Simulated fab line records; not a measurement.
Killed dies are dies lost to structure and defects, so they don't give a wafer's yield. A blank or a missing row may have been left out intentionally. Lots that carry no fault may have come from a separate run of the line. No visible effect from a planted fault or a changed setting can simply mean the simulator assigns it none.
fab line records	flow nand-harc
[record] lots = 11	wafers = 33	last-day = 33
route steps=1302 shown P_ZERO_WELL@16 P_STI@80 P_GATE@124 END@1302
lots untouched by any fault: they come from a run of this same line in which no faults occurred
start-h: the number of hours between the record's first day and the start of the first shown wafer of the lot	wait-h: hours elapsed since this lot's preceding step	" as in the row above	L1.1+2: a row that stands for several wafers	- no value, or no start given	* or withheld: withheld	< > ~ a bound
route shown NAME@n: names a module that has steps shown in the file, with the first one's number in the route	usual: mean/standard deviation of fault-free wafers	same: alike in all rows	chamber/n: place in a boat	sites: each site's reading	_std_site: their standard deviation	_edge_site: outer sites' mean less inner sites'	radius-mm: how far each site lies from the wafer's centre	mask NAME#n: copy n	behind: tool/chamber where the wafer was last shaped	hold: why the lot was held/for how many hours/how that ended	device: the n, p or np transistor that did not switch	end of line: at the end of the route, the tests of the same wafers	a step given without rows: its recipe and nothing more	killed: not the wafer's yield, but the dies lost to structure and defects at the first sort	map: shows each die of a wafer: x if killed, . if not, _ if none is there
set.NAME: the setting the step ran with; set.NAME@STEP: the setting that earlier step ran with	model.NAME: the simulator's own value behind a step, which no gauge read
one table for each step of the route and one row for each wafer, over a sample of lots
services: when a tool's chamber went out of use (start-h, in hours from the record's first day, below 0 if earlier), for how many hours, and the reason
[[steps]]
[step NHARC_P_ZERO_WELL_DESCUM_13]
[recipe] time-s = 3	o2-flow-sccm = 200	ar-flow-sccm = 0	bias-power-w = 0	chemistry = O2
[usual] drypump-motor-current-A = 5.7/0.41	oes-product-au = 0.999/0.0072	rf-vpp-V = 57.5/0.8	showerhead-plenum-p-Torr = 1.86/0.046	throttle-valve-pct = 11.311/0.0092
lot.wafer	tool	chamber	start-h	wait-h	drypump-motor-current-A	oes-product-au	rf-hours-counter-h	rf-vpp-V	showerhead-plenum-p-Torr	throttle-valve-pct
L900.3	rie-diel-07	3	61.43	-	5.5	1.007	30	58.7	1.94	11.300
L900.2	"	0	"	"	5.4	1.000	32	57.0	1.80	11.309
L900.6	"	2	"	"	5.4	0.995	-	57.1	1.85	11.307
L901.1	rie-diel-12	1	71.39	-	5.2	0.989	36	58.3	1.90	11.297
L901.2	"	0	"	"	6.6	1.005	46	57.3	1.85	11.307
L901.6	"	1	"	"	5.2	0.999	-	58.0	1.90	11.322
L905.2	rie-diel-07	2	111.41	-	5.4	1.000	53	56.9	1.85	11.320
L905.6	"	0	"	"	5.5	1.003	-	57.5	1.79	11.309
L905.4	"	3	"	"	5.5	1.001	-	57.1	1.94	11.306
L907.1	rie-diel-12	2	131.45	-	6.1	0.999	11	58.1	1.84	11.313
L907.4	"	0	"	"	6.6	1.009	9	59.0	1.84	11.312
L907.5	"	2	"	"	6.0	0.981	-	56.4	1.84	11.312
L908.2	rie-diel-04	0	141.44	-	5.6	0.998	44	56.8	1.80	11.308
L908.4	"	2	"	"	5.7	1.014	44	57.2	1.94	11.308
L908.3	"	3	"	"	6.3	1.006	44	58.8	1.92	11.319
L909.3	rie-diel-12	2	151.39	-	6.0	0.986	19	56.6	1.84	11.317
L909.4	"	0	"	"	6.6	1.000	12	58.1	1.84	11.301
L909.2	"	1	"	"	5.2	1.000	17	57.8	1.90	11.301
L913.2	rie-diel-07	1	191.41	-	5.7	1.010	20	59.1	1.88	11.323
L913.3	"	2	"	"	5.4	0.996	21	58.1	1.84	11.298
L913.5	"	0	"	"	5.4	0.990	-	56.6	1.79	11.302
L914.4	rie-diel-12	0	201.40	-	6.6	0.999	29	56.3	1.84	11.304
L914.3	"	2	"	"	6.0	1.003	36	58.6	1.83	11.317
L914.5	"	1	"	"	5.1	1.001	-	56.8	1.89	11.316
L915.3	rie-diel-07	2	211.40	-	5.4	1.014	26	57.4	1.84	11.312
L915.1	"	0	"	"	5.4	1.002	26	58.4	1.78	11.308
L915.2	"	1	"	"	5.7	1.013	24	58.3	1.88	11.291
L916.2	rie-diel-07	2	221.45	-	5.4	1.005	28	59.0	1.84	11.296
L916.3	"	3	"	"	5.4	0.996	28	57.7	1.93	11.295
L916.5	"	0	"	"	5.4	0.996	-	57.1	1.78	11.318
L917.3	rie-diel-12	2	231.53	-	6.0	1.000	44	57.7	1.83	11.307
L917.6	"	3	"	"	5.7	0.997	-	56.3	1.86	11.303
L917.5	"	0	"	"	6.5	1.009	-	57.6	1.83	11.300
[step NHARC_P_ZERO_WELL_ETCH_65]
[recipe] target-depth-a = 800	overetch-a = 240	time-s = 87.88	ion-energy-ev = 200	n2-flow-sccm = 150	h2-flow-sccm = 150	ar-flow-sccm = 0	rf-w = 400	bias-w = 150	chemistry = N2/H2
[usual] drypump-motor-current-A = 5.7/0.42	n2-flow-sccm = 150.0/0.42	oes-product-au = 0.998/0.0071	rf-fwd-power-W = 397.0/1.6	rf-vpp-V = 429.1/1.7	showerhead-plenum-p-Torr = 1.99/0.053	throttle-valve-pct = 14.172/0.0075
lot.wafer	tool	chamber	start-h	wait-h	drypump-motor-current-A	n2-flow-sccm	oes-product-au	rf-fwd-power-W	rf-hours-counter-h	rf-vpp-V	showerhead-plenum-p-Torr	throttle-valve-pct
L900.2	rie-diel-07	2	61.51	0.1	5.4	149.8	1.005	401.0	35	428.0	1.97	14.186
L900.3	"	1	"	"	5.7	150.2	1.004	399.3	36	430.3	2.02	14.176
L900.6	"	2	"	"	5.4	149.9	1.015	400.1	-	428.0	1.97	14.175
L901.2	rie-diel-12	1	71.48	0.1	5.2	150.5	0.985	396.6	36	429.4	2.03	14.170
L901.1	"	2	"	"	6.1	149.8	0.990	396.8	45	428.1	1.97	14.172
L901.6	"	2	"	"	6.0	149.8	0.992	395.5	-	428.6	1.97	14.173
L905.2	rie-diel-07	2	111.50	0.1	5.4	149.8	0.999	399.3	53	428.7	1.97	14.178
L905.4	"	2	"	"	5.4	150.0	1.008	399.5	-	429.3	1.97	14.177
L905.6	"	0	"	"	5.4	150.1	0.997	396.0	-	427.3	1.91	14.162
L907.1	rie-diel-12	2	131.55	0.1	6.0	149.6	0.996	396.4	11	428.4	1.96	14.183
L907.4	"	3	"	"	5.7	150.3	0.996	398.3	9	429.9	1.99	14.171
L907.5	"	1	"	"	5.2	149.8	0.994	399.5	-	429.8	2.02	14.162
L908.2	rie-diel-04	3	142.27	0.8	6.3	150.1	1.013	393.5	45	431.1	2.05	14.171
L908.4	"	0	"	"	5.6	150.0	1.004	397.6	45	426.4	1.92	14.178
L908.3	"	1	"	"	5.7	150.4	1.004	395.9	22	425.8	1.90	14.174
L909.4	rie-diel-12	0	151.48	0.1	6.6	150.2	1.007	398.3	12	429.8	1.96	14.180
L909.3	"	2	"	"	6.1	150.1	0.998	394.0	20	429.4	1.96	14.168
L909.2	"	3	"	"	5.7	149.7	1.002	399.1	18	427.9	1.99	14.186
L913.2	rie-diel-07	1	191.48	0.1	5.7	150.2	1.002	398.1	20	429.9	2.00	14.171
L913.3	"	2	"	"	5.4	149.4	1.006	398.3	21	428.3	1.96	14.170
L913.5	"	1	"	"	5.7	149.4	0.999	397.9	-	430.8	2.00	14.178
L914.3	rie-diel-12	0	201.54	0.1	6.6	149.5	0.993	398.5	29	427.8	1.95	14.169
L914.4	"	3	"	"	5.7	149.7	1.000	399.3	29	428.2	1.99	14.160
L914.5	"	1	"	"	5.2	150.4	0.994	394.4	-	429.7	2.01	14.166
L915.2	rie-diel-07	1	211.61	0.2	5.7	150.1	1.003	397.9	25	427.5	2.00	14.182
L915.3	"	2	"	"	5.4	149.3	1.005	397.0	26	429.7	1.96	14.191
L915.1	"	3	"	"	5.5	150.0	0.985	397.6	26	430.8	2.06	14.166
L916.2	rie-diel-07	1	222.27	0.8	5.7	149.8	1.006	399.8	28	429.9	2.00	14.170
L916.3	"	2	"	"	5.4	149.9	0.989	396.7	29	428.5	1.96	14.174
L916.5	"	1	"	"	5.7	149.9	0.998	398.2	-	429.4	2.00	14.152
L917.3	rie-diel-12	2	231.60	0.1	6.0	150.5	1.000	396.3	44	427.6	1.95	14.173
L917.5	"	1	"	"	5.2	150.0	0.995	396.0	-	429.4	2.01	14.160
L917.6	"	2	"	"	6.1	149.6	1.001	397.3	-	429.7	1.95	14.166
[step NHARC_P_STI_EXPOSE_06]
[recipe] na = 0.55	target-cd-nm = 200	dose-mj = 37.69	mask-id = P_STI
[usual] exposure-dose-mJ-cm2 = 37.67/0.042
[same] na = 0.55
lot.wafer	tool	chamber	start-h	wait-h	mask	exposure-dose-mJ-cm2
L900.2	krf-scanner-03	0	82.11	-	P_STI#0	37.72
L900.3	"	0	"	"	P_STI#0	37.81
L900.6	"	0	"	"	P_STI#0	37.72
L901.1	krf-scanner-03	0	94.37	-	P_STI#0	37.72
L901.2	"	0	"	"	P_STI#0	37.73
L901.6	"	0	"	"	P_STI#0	37.69
L905.2	krf-scanner-03	0	132.96	-	P_STI#0	37.75
L905.4	"	0	"	"	P_STI#0	37.69
L905.6	"	0	"	"	P_STI#0	37.67
L907.1	krf-scanner-03	0	153.44	-	P_STI#0	37.67
L907.4	"	0	"	"	P_STI#0	37.67
L907.5	"	0	"	"	P_STI#0	37.65
L908.2	krf-scanner-03	0	164.97	-	P_STI#0	37.78
L908.3	"	0	"	"	P_STI#0	37.72
L908.4	"	0	"	"	P_STI#0	37.70
L909.2	krf-scanner-03	0	173.29	-	P_STI#0	37.76
L909.3	"	0	"	"	P_STI#0	37.65
L909.4	"	0	"	"	P_STI#0	37.68
L913.2	krf-scanner-01	0	212.83	-	P_STI#0	37.65
L913.3	"	0	"	"	P_STI#0	37.67
L913.5	"	0	"	"	P_STI#0	37.61
L914.3	krf-scanner-02	0	225.63	-	P_STI#0	37.62
L914.4	"	0	"	"	P_STI#0	37.68
L914.5	"	0	"	"	P_STI#0	37.62
L915.1	krf-scanner-01	0	234.60	-	P_STI#0	37.64
L915.2	"	0	"	"	P_STI#0	37.67
L915.3	"	0	"	"	P_STI#0	37.66
L916.2	krf-scanner-01	0	247.69	-	P_STI#0	37.63
L916.3	"	0	"	"	P_STI#0	37.63
L916.5	"	0	"	"	P_STI#0	37.61
L917.3	krf-scanner-01	0	255.71	-	P_STI#0	37.66
L917.5	"	0	"	"	P_STI#0	37.67
L917.6	"	0	"	"	P_STI#0	37.72
[step NHARC_P_STI_OVL_MEAS_10]
[usual] overlay-x-nm = -1/6.1	overlay-y-nm = 2/5.4
lot.wafer	tool	chamber	start-h	wait-h	overlay-x-nm	overlay-y-nm
L900.2	overlay-01	-	82.35	-	-11	2
L900.3	"	-	"	"	-11	2
L900.6	"	-	"	"	-11	2
L901.1	overlay-01	-	94.61	-	4	-7
L901.2	"	-	"	"	4	-7
L901.6	"	-	"	"	4	-7
L905.2	overlay-01	-	133.19	-	15	4
L905.4	"	-	"	"	15	5
L905.6	"	-	"	"	15	5
L907.1	overlay-01	-	153.68	-	22	6
L907.4	"	-	"	"	22	6
L907.5	"	-	"	"	22	6
L908.2	overlay-01	-	165.21	-	15	13
L908.3	"	-	"	"	15	13
L908.4	"	-	"	"	15	14
L909.2	overlay-01	-	173.52	-	21	0
L909.3	"	-	"	"	22	0
L909.4	"	-	"	"	22	0
L913.2	overlay-02	-	213.07	-	2	6
L913.3	"	-	"	"	2	7
L913.5	"	-	"	"	2	6
L914.3	overlay-01	-	225.86	-	-6	4
L914.4	"	-	"	"	-6	4
L914.5	"	-	"	"	-7	4
L915.1	overlay-01	-	234.83	-	-9	2
L915.2	"	-	"	"	-9	3
L915.3	"	-	"	"	-10	3
L916.2	overlay-02	-	247.92	-	2	-7
L916.3	"	-	"	"	2	-7
L916.5	"	-	"	"	2	-8
L917.3	overlay-01	-	255.94	-	-7	2
L917.5	"	-	"	"	-7	1
L917.6	"	-	"	"	-7	2
[step NHARC_P_GATE_DESCUM_13]
[recipe] time-s = 3	o2-flow-sccm = 200	ar-flow-sccm = 0	bias-power-w = 0	chemistry = O2
[usual] drypump-motor-current-A = 5.7/0.41	oes-product-au = 1.000/0.0064	rf-vpp-V = 57.7/0.91	showerhead-plenum-p-Torr = 1.90/0.1	throttle-valve-pct = 11.311/0.009
lot.wafer	tool	chamber	start-h	wait-h	drypump-motor-current-A	oes-product-au	rf-hours-counter-h	rf-vpp-V	showerhead-plenum-p-Torr	throttle-valve-pct
L900.3	rie-diel-06	2	119.12	-	5.1	0.999	11	57.9	1.80	11.302
L900.2	"	3	"	"	6.0	0.992	10	59.1	1.96	11.307
L900.6	"	1	"	"	5.8	0.991	-	57.2	2.05	11.336
L901.2	rie-diel-03	1	133.72	-	6.5	0.993	1	58.5	1.84	11.308
L901.1	"	3	"	"	5.3	1.005	1	57.8	1.86	11.313
L901.6	"	0	"	"	6.3	1.009	-	57.9	1.80	11.310
L905.4	rie-diel-06	1	174.03	-	5.8	1.005	2	59.0	2.05	11.308
L905.2	"	2	"	"	5.1	0.999	2	56.4	1.80	11.316
L905.6	"	1	"	"	5.8	1.000	-	58.7	2.05	11.307
L907.4	rie-diel-03	1	189.91	-	6.5	1.004	4	58.1	1.84	11.305
L907.1	"	2	"	"	5.6	1.004	4	57.4	1.80	11.323
L907.5	"	1	"	"	6.4	1.004	-	57.0	1.84	11.317
L908.3	rie-diel-03	2	207.27	-	5.6	1.000	5	57.2	1.80	11.315
L908.4	"	3	"	"	5.3	1.001	6	57.7	1.86	11.315
L908.2	"	0	"	"	6.3	1.005	6	56.9	1.80	11.299
L909.4	rie-diel-05	2	210.89	-	5.8	0.997	5	59.2	2.03	11.295
L909.3	"	3	"	"	5.9	1.000	7	56.1	1.78	11.310
L909.2	"	0	"	"	5.1	1.000	7	57.7	2.03	11.321
L913.3	rie-diel-05	1	249.46	-	5.4	1.007	1	58.8	1.93	11.325
L913.2	"	2	"	"	5.8	0.986	1	58.4	2.03	11.309
L913.5	"	1	"	"	5.4	1.005	-	57.6	1.93	11.325
L914.3	rie-diel-06	3	262.43	-	6.0	0.991	6	56.4	1.96	11.312
L914.4	"	0	"	"	5.6	1.004	7	55.2	1.79	11.302
L914.5	"	2	"	"	5.1	0.999	-	57.1	1.79	11.318
L915.3	rie-diel-05	0	270.46	-	5.1	1.010	1	57.4	2.03	11.312
L915.1	"	1	"	"	5.4	1.010	2	58.2	1.93	11.309
L915.2	"	2	"	"	5.8	0.998	2	57.3	2.03	11.301
L916.2	rie-diel-05	2	289.20	-	5.8	1.002	2	57.3	2.03	11.311
L916.3	"	3	"	"	6.0	0.999	2	57.2	1.78	11.295
L916.5	"	0	"	"	5.1	0.992	-	58.4	2.03	11.310
L917.3	rie-diel-05	0	294.23	-	5.1	1.004	2	58.2	2.03	11.311
L917.6	"	3	"	"	6.0	1.003	-	57.6	1.78	11.317
L917.5	"	0	"	"	5.1	0.998	-	57.9	2.03	11.334
[step NHARC_END_SORT_01]
[recipe] temp-c = 25
[usual] killed-at-array = 52/20	killed-at-other = 1.0/1.3	killed-at-periphery = 3.7/2.2	killed-dies = 57/20	killed-open = 3.2/1.6	killed-short = 2.4/1.6
[same] gross-dies = 677
lot.wafer	tool	chamber	start-h	wait-h	killed-at-array	killed-at-other	killed-at-periphery	killed-dies	killed-open	killed-short
L913.2	prober-01	0	727.73	2.8	80	1	6	87	3	1
L913.3	prober-01	0	728.51	3.1	77	0	10	87	5	4
L913.5	prober-01	0	730.08	3.6	68	0	8	76	2	3
L915.1	prober-01	0	761.57	2.5	73	0	6	79	3	3
L915.2	prober-01	0	762.38	2.8	78	0	2	80	2	6
L915.3	prober-01	0	763.18	3.1	81	0	4	85	3	6
// killed by level:class
L913.2 A_SLIT:chamber-film-flake=36 A_CHANNEL_HOLE_D1:chamber-film-flake=32 A_CHANNEL_FILL_D1:chamber-film-flake=3 A_STAIRCASE:chamber-film-flake=3 A_CONTACT:chamber-film-flake=3 P_STI:chamber-film-flake=2 P_CONTACT:chamber-film-flake=2 P_CONTACT:geometric-particle:open=1
L913.3 A_CHANNEL_HOLE_D1:chamber-film-flake=32 A_SLIT:chamber-film-flake=31 P_STI:chamber-film-flake=6 A_CONTACT:chamber-film-flake=5 A_CHANNEL_FILL_D2:geometric-particle:open=2 P_GATE:chamber-film-flake=2 P_CONTACT:geometric-particle:open=1 A_ONON_D1:geometric-particle:short=1
L913.5 A_SLIT:chamber-film-flake=32 A_CHANNEL_HOLE_D1:chamber-film-flake=23 P_STI:chamber-film-flake=4 A_CONTACT:chamber-film-flake=4 A_CHANNEL_FILL_D1:chamber-film-flake=3 P_GATE:chamber-film-flake=2 P_M0:geometric-particle:short=1 A_SOURCE_PLATE:geometric-particle:open=1
L915.1 A_SLIT:chamber-film-flake=35 A_CHANNEL_HOLE_D1:chamber-film-flake=22 A_CONTACT:chamber-film-flake=6 P_GATE:chamber-film-flake=4 A_STAIRCASE:chamber-film-flake=3 P_GATE:geometric-particle:open=1 P_M0:geometric-particle:open=1 A_DECK1_JOINT:geometric-particle:short=1
L915.2 A_SLIT:chamber-film-flake=32 A_CHANNEL_HOLE_D1:chamber-film-flake=30 A_CONTACT:chamber-film-flake=5 A_STAIRCASE:chamber-film-flake=2 P_GATE:geometric-particle:short=1 A_ONON_D1:geometric-particle:short=1 A_CHANNEL_HOLE_D1:geometric-particle:open=1 A_CHANNEL_HOLE_D1:geometric-particle:short=1
L915.3 A_SLIT:chamber-film-flake=33 A_CHANNEL_HOLE_D1:chamber-film-flake=26 A_CONTACT:chamber-film-flake=9 A_STAIRCASE:chamber-film-flake=3 A_ONON_D1:geometric-particle:short=2 A_CHANNEL_FILL_D1:geometric-particle:short=2 P_GATE:chamber-film-flake=2 A_CHANNEL_FILL_D1:chamber-film-flake=2
[[services]]
tool	chamber	start-h	hours	kind
rie-diel-07	0	46.80	7.3	repair
krf-scanner-03	-	52.00	4.0	pm
rie-diel-05	-	52.60	9.0	pm
rie-diel-06	3	66.30	16.1	repair
rie-diel-12	-	91.78	9.0	pm
rie-diel-03	-	104.30	9.0	pm
rie-diel-06	-	106.03	1.4	repair
rie-diel-07	1	109.79	4.7	repair
rie-diel-07	-	117.29	9.0	pm
rie-diel-12	0	138.79	6.6	repair
krf-scanner-01	-	140.04	4.0	pm
rie-diel-05	3	151.35	6.1	repair
rie-diel-05	-	162.54	1.3	repair
rie-diel-05	-	164.60	11.1	repair
rie-diel-12	3	165.03	13.8	repair
rie-diel-07	3	173.98	3.1	repair
krf-scanner-03	-	214.60	0.7	repair
krf-scanner-03	-	224.00	4.0	pm
krf-scanner-01	-	228.85	0.2	repair
rie-diel-05	-	229.60	9.0	pm
rie-diel-07	0	232.43	3.9	repair
rie-diel-12	2	240.43	25.3	repair
rie-diel-12	-	268.96	9.0	pm
rie-diel-07	0	278.31	7.7	repair
[[key]]
[first-sign] step = NHARC_P_STI_OVL_MEAS_10	reading = overlay-x-nm	direction = up	sigmas = 3.2	usual = -1	struck = 18
effect none on later readings
met-at NHARC_P_STI_EXPOSE_06
struck-lots L905,L907,L908,L909
tester-left-out L905,L907,L908,L909
not-acting-at NHARC_P_ZERO_WELL_DESCUM_13,NHARC_P_ZERO_WELL_ETCH_65,NHARC_P_GATE_DESCUM_13
onset-between 94.37 132.96
[fault] kind = scanner-matching-overlay	tool = krf-scanner-03	chamber = -	onset-h = 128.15	steps = NHARC_P_STI_EXPOSE_06	offset = 20.215
// tester-left-out: of these lots the tester's yield and bins aren't shown, on N5 and GAA mostly nor the transistor test; their killed dies are dies lost to structure and defects alone, not to doping, threshold or leakage, so they don't give the yield
